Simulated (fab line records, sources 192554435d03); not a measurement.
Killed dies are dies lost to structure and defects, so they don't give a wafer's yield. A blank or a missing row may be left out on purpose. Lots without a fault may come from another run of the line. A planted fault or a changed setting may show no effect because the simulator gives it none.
Problem report in the 8D (eight disciplines) form, filled by code | flow n5_finfet | the parts of the form that need people (team, actions taken, sign-off) are left out

1. THE PROBLEM
bias_w at N5_PASSIVATION_VIA_ETCH_13 reads a mean of 122.3 W on 2 wafers of 2 lots; wafers without a fault read 170.0 W with a standard deviation of 0.52. That is -92 standard deviations from the usual mean.
The step: etches SiO2 in CHF3/O2, target depth 660 nm, time 330 s.
First seen on wafer L590.3, day 17 02:03, on rie_diel-06. The record holds 30 wafers of 10 lots with a number at this step. Rule for "out", or "out of limits": more than 4 standard deviations from the usual mean. The other wafers with a number count as sound.

2. WHAT IT IS AND WHAT IT IS NOT
question                    | is                                  | is not
which readings at this step | bias_w, etch_rf_on_time_s, rf_vpp_V | drypump_motor_current_A, oes_product_au, showerhead_plenum_p_Torr, throttle_valve_pct
which lots                  | L590, L591                          | L581, L583, L584, L595, L598, L599, L602, L603
which wafers of those lots  | L590.3, L591.4                      | L590.2, L590.4, L591.2, L591.5
read on which tools         | rie_diel-06                         | rie_diel-02, rie_diel-03
when                        | from day 17 02:03                   | up to then (11 sound wafers); but 17 sound wafers of L591, L595, L598, L599, L602, L603 came after

3. SUSPECTS, AND WHAT RULES EACH OUT
Counting: a tool at a process step up to the reading stays a suspect if it ran every lot that is out. Sound lots after the first of them don't rule it out here, since some wafers of a struck lot are sound.
- rie_diel-06 at N5_PASSIVATION_DESCUM_12 (chemistry O2, time 7.9 s): kept. It ran every lot that is out, first L590 (day 17 01:53); its last sound lot up to then is L583 (day 15 06:51).
- rie_diel-06 at N5_PASSIVATION_VIA_ETCH_13 (etches SiO2 in CHF3/O2, target depth 660 nm, time 330 s): kept. It ran every lot that is out, first L590 (day 17 02:03); its last sound lot up to then is L583 (day 15 07:01). Its own readings are out on those wafers: bias_w, etch_rf_on_time_s, rf_vpp_V.
- Within rie_diel-06 at N5_PASSIVATION_VIA_ETCH_13: the wafers that are out ran in chamber 0; their sound lot-mates ran in chambers 2, 3.
Left after counting: rie_diel-06 at N5_PASSIVATION_DESCUM_12, rie_diel-06 at N5_PASSIVATION_VIA_ETCH_13.

4. THE CAUSE (what the simulator had put in)
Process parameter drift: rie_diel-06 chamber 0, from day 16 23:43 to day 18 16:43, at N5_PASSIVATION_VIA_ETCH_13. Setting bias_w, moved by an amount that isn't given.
Counting left 2 suspects, and this tool is among them.

5. THE CHAIN OF EFFECTS, in route order
Each row: a reading whose mean over the struck wafers that have a number lies more than 3 standard deviations from the usual. Only readings for which the record gives a usual standard deviation are gone through. hours: the time from each lot's start at the first step in this table that gives one to its start at this step, as a median over the lots. sigmas: the change in usual standard deviations.
hours | step                       | reading           | usual   | on struck wafers | change | sigmas
0     | N5_PASSIVATION_VIA_ETCH_13 | bias_w            | 170.0 W | 122.3            | -47.7  | -92
0     | N5_PASSIVATION_VIA_ETCH_13 | etch_rf_on_time_s | 231 s   | 260              | +28    | +4.3
0     | N5_PASSIVATION_VIA_ETCH_13 | rf_vpp_V          | 520 V   | 390              | -130   | -12
The process steps in it:
- N5_PASSIVATION_VIA_ETCH_13: etches SiO2 in CHF3/O2, target depth 660 nm, time 330 s.

6. WHAT WOULD HAVE CAUGHT IT SOONER
In this record the first reading out of limits was taken at day 17 02:03, 2 hours after the fault began at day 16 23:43.
